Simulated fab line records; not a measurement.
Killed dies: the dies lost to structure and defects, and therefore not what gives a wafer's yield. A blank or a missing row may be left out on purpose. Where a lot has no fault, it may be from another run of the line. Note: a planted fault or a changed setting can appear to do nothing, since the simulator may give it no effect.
One fault seen from 3 desks | flow n5Finfet | only its own numbers are on each desk; what lay behind them is given at the end
Where a reading is given only as a bound, like >300, the bound stands for it, and a mean or a difference that rests on one is marked > or <: the true number lies beyond.

## DESK OF THE TOOL OWNER: pecvd-04
The tool's own readings at N5_BEOL_M0_SAQP_PECVD_97 (deposits SiNx from SiH4/NH3/N2, target thk 23 nm, time 19.9 s): means of the sampled wafers that have a number, for each lot that ran on this tool. The brackets show how far a lot's mean lies from the usual mean; more than 4 standard deviations puts the lot out of limits, marked OUT.
Columns: A = heaterPowerW at N5_BEOL_M0_SAQP_PECVD_97, usual 546 W; B = showerheadPlenumPTorr at N5_BEOL_M0_SAQP_PECVD_97, usual 5.14 Torr; C = throttleValvePct at N5_BEOL_M0_SAQP_PECVD_97, usual 40.0 %
lot  | first seen here | A   | B    | C
L596 | day 6 16:08     | 582 | 5.19 | 38.6
L601 | day 8 06:53     | 596 | 5.22 | 38.0
L605 | day 9 01:24     | 611 | 5.21 | 38.1
Result from this desk: across the 3 lots, nothing is out of limits.

## THE DEFECT DESK
For each lot, the counts of the inspections along the route, averaged over the sampled wafers that have a number. The brackets show how far a lot's mean lies from the usual mean; more than 4 standard deviations puts the lot out of limits, marked OUT.
Columns: A = rawDefectCount at N5_BEOL_M0_SAQP_INSPECT_16, usual 508; B = rawDefectCount at N5_BEOL_M0_SAQP_INSPECT_42, usual 299; C = rawDefectCount at N5_BEOL_M0_CUTY_INSPECT_59, usual 2.0
lot  | first seen here | A   | B              | C
L595 | day 6 08:35     | 436 | 226            | 1.7
L596 | day 6 16:41     | 455 | 236            | 3.3
L601 | day 8 07:34     | 428 | 253            | 1.7
L605 | day 9 02:04     | 790 | 700 (+4.2) OUT | >101 (>+66) OUT
L608 | day 9 17:59     | 474 | 286            | 1.7
L609 | day 10 02:31    | 494 | 384            | 0.7
L610 | day 10 06:31    | 449 | 275            | 1.7
L612 | day 10 16:53    | 634 | 425            | 2.3
This desk's finding: out of limits on L605; first on L605, day 9 06:02 (rawDefectCount at N5_BEOL_M0_SAQP_INSPECT_42). In limits: L595, L596, L601, L608, L609, L610, L612.

## AT THE METROLOGY DESK
What the gauges read, lot by lot, whatever tool the lot ran on: means of the sampled wafers that have a number. The brackets show how far a lot's mean lies from the usual mean; more than 4 standard deviations puts the lot out of limits, marked OUT. Of its 11 readings 7 are shown: those that lie furthest out on some lot.
Columns: A = DIBL_P at N5_BEOL_M4_RC_MEAS_101, usual 36.2 mV/V; B = IOFF_P at N5_BEOL_M4_RC_MEAS_101, usual 0.211 nA/um; C = ION_P at N5_BEOL_M4_RC_MEAS_101, usual 463 uA/um; D = SS_N at N5_BEOL_M4_RC_MEAS_101, usual 71.4 mV/dec; E = SS_P at N5_BEOL_M4_RC_MEAS_101, usual 73.3 mV/dec; F = VT_N at N5_BEOL_M4_RC_MEAS_101, usual 249.3 mV; G = VT_P at N5_BEOL_M4_RC_MEAS_101, usual -250.1 mV
lot  | first seen here | A    | B     | C   | D    | E    | F     | G
L595 | day 6 08:32     | 37.6 | 0.200 | 463 | 71.1 | 72.6 | 246.8 | -252.1
L596 | day 6 16:38     | 36.3 | 0.170 | 452 | 71.5 | 73.9 | 251.8 | -256.3
L601 | day 8 07:30     | 35.0 | 0.191 | 461 | 71.1 | 73.0 | 250.2 | -249.3
L605 | day 9 02:01     | 35.7 | 0.231 | 469 | 71.6 | 73.8 | 245.9 | -246.6
L608 | day 9 17:56     | 34.5 | 0.194 | 464 | 71.2 | 73.0 | 249.4 | -251.3
L609 | day 10 02:28    | 35.5 | 0.216 | 465 | 70.5 | 72.9 | 247.6 | -249.3
L610 | day 10 06:28    | 33.8 | 0.179 | 458 | 70.7 | 72.8 | 249.1 | -253.0
L612 | day 10 16:50    | 36.8 | 0.212 | 464 | 70.9 | 73.3 | 250.4 | -249.7
Result from this desk: across the 8 lots, nothing is out of limits.

## TAKEN TOGETHER
The defect desk could have raised an alarm at day 9 06:02, on L605.
Nothing out of limits was seen by the tool owner's desk.
Metrology desk: nothing out of limits seen.
The tool owner's desk has L605 on record, within its limits.
The metrology desk holds a record of L605, inside its limits.
All the named lots went through N5_BEOL_M0_SAQP_PECVD_97 on pecvd-04.

## WHAT THE SIMULATOR HAD PUT IN
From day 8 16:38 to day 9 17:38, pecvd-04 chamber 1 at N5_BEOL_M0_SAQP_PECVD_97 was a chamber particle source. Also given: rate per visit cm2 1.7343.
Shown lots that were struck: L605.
Hours from the fault's start to each desk's first reading out of limits: the defect desk, 13.
